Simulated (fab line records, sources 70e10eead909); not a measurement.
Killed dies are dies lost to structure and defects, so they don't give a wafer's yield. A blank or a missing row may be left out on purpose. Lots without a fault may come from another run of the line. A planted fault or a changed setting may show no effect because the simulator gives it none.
Chamber matching | flow nand_harc | NHARC_P_CONTACT_STRIP_28 on rie_diel-12: 4 sister chambers
The step strips in O2. 4 wafers are shown with their chamber, then 12 later ones without.

WAFERS WITH THEIR CHAMBER
wafer  | chamber | showerhead_plenum_p_Torr (Torr)
L081.4 | 0       | 3.44
L087.1 | 2       | 3.34
L087.2 | 3       | 3.79
L087.6 | 1       | 3.74

WAFERS WITHOUT THEIR CHAMBER
wafer  | showerhead_plenum_p_Torr (Torr)
L092.4 | 3.34
L092.5 | 3.74
L092.6 | 3.44
L094.1 | 3.74
L094.4 | 3.34
L094.5 | 3.34
L097.1 | 3.43
L097.3 | 3.74
L097.4 | 3.79
L097.2 | 3.34
L097.5 | 3.73
L097.6 | 3.43

WHICH CHAMBER EACH WENT THROUGH
wafer  | from the rows above | in truth
L092.4 | 2                   | 2
L092.5 | 1                   | 1
L092.6 | 0                   | 0
L094.1 | 1                   | 1
L094.4 | 2                   | 2
L094.5 | 2                   | 2
L097.1 | 0                   | 0
L097.3 | 1                   | 1
L097.4 | 3                   | 3
L097.2 | 2                   | 2
L097.5 | 1                   | 1
L097.6 | 0                   | 0
Placed correctly: 12 of 12. Can't be placed from these rows: 0. Placed wrongly: 0.
How it was worked out, from the rows above alone: a wafer's distance from a chamber is the root of the sum, over the readings, of the square of ((its reading less the chamber's mean) divided by the reading's scatter). The wafer belongs to the nearest chamber; if the next one is less than 2 further off, it can't be placed. A chamber's mean is the mean of its shown wafers. The scatter: with one shown wafer a chamber, the root of the mean of the squares of how far each hidden wafer lies from its nearest shown one.
